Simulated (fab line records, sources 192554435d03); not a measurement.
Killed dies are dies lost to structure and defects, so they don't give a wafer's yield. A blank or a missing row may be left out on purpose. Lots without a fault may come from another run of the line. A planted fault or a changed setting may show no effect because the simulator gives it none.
One fault seen from 3 desks | flow n5_finfet | each desk has only its own numbers; what lay behind them comes last

THE DEFECT DESK
What the inspections along the route counted, lot by lot: means of the sampled wafers that have a number. A lot is out of limits, marked OUT, if its mean lies more than 4 standard deviations from the usual mean; the brackets give that distance.
Columns: A = raw_defect_count at N5_BEOL_M0_SAQP_INSPECT_16, usual 485
lot  | first seen here | A
L148 | day 5 21:35     | 334
L158 | day 8 09:38     | 450
L159 | day 8 12:07     | 325
L160 | day 8 18:14     | 392
L169 | day 11 00:23    | 522
L170 | day 11 04:24    | 659
This desk's finding: nothing out of limits on any of the 6 lots.

THE TOOL OWNER'S DESK: litho_track-03
The tool's own readings at N5_BEOL_M0_SAQP_COAT_08 (resist thk 90 nm): means of the sampled wafers that have a number, for each lot that ran on this tool. A lot is out of limits, marked OUT, if its mean lies more than 4 standard deviations from the usual mean; the brackets give that distance.
Columns: A = spin_speed_rpm at N5_BEOL_M0_SAQP_COAT_08, usual 1499.9 rpm
lot  | first seen here | A
L158 | day 8 09:13     | 1803.7 (+99 or more) OUT
L160 | day 8 17:49     | 1802.6 (+99 or more) OUT
L170 | day 11 03:59    | 1499.7
This desk's finding: out of limits on L158, L160; first on L158, day 8 09:13 (spin_speed_rpm at N5_BEOL_M0_SAQP_COAT_08). In limits: L170.

THE METROLOGY DESK
What the gauges read, lot by lot, whatever tool the lot ran on: means of the sampled wafers that have a number. A lot is out of limits, marked OUT, if its mean lies more than 4 standard deviations from the usual mean; the brackets give that distance. Of its 13 readings 7 are shown: those that lie furthest out on some lot.
Columns: A = thk_nm at N5_BEOL_M0_SAQP_THK_MEAS_05, usual 60.0 nm; B = cd_nm at N5_BEOL_M0_SAQP_CD_MEAS_14, usual 42.46 nm; C = M0_CORE_OVL at N5_BEOL_M0_SAQP_OVL_MEAS_15, usual -0.4 nm; D = ION_N at N5_BEOL_M4_RC_MEAS_101, usual 673 uA/um; E = ION_P at N5_BEOL_M4_RC_MEAS_101, usual 462 uA/um; F = SS_N at N5_BEOL_M4_RC_MEAS_101, usual 71.6 mV/dec; G = VT_P at N5_BEOL_M4_RC_MEAS_101, usual -251 mV
lot  | first seen here | A    | B     | C    | D   | E   | F    | G
L148 | day 5 21:10     | 59.2 | 41.97 | -1.0 | 674 | 462 | 72.5 | -252
L158 | day 8 09:05     | 59.5 | 41.76 | 0.3  | 672 | 458 | 71.5 | -252
L159 | day 8 11:34     | 59.8 | 42.48 | 0.3  | 669 | 464 | 71.9 | -253
L160 | day 8 17:42     | 60.3 | 42.04 | -1.6 | 672 | 466 | 71.7 | -249
L169 | day 10 23:59    | 60.0 | 42.63 | -1.2 | 673 | 450 | 71.3 | -258
L170 | day 11 03:52    | 61.1 | 42.50 | 1.3  | 685 | 467 | 70.8 | -252
This desk's finding: nothing out of limits on any of the 6 lots.

PUT TOGETHER
The tool owner's desk could have raised an alarm at day 8 09:13, on L158, L160.
The defect desk saw nothing out of limits.
The metrology desk saw nothing out of limits.
The defect desk has L158, L160 on record, within its limits.
The metrology desk has L158, L160 on record, within its limits.
Of the lots named, all ran N5_BEOL_M0_SAQP_COAT_08 on litho_track-03.

WHAT THE SIMULATOR HAD PUT IN
Process parameter drift: litho_track-03, from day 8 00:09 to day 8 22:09, at N5_BEOL_M0_SAQP_COAT_08. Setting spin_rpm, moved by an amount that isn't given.
Lots struck among those shown: L158, L160.
Hours from the fault's start to each desk's first reading out of limits: the tool owner's desk, 9.
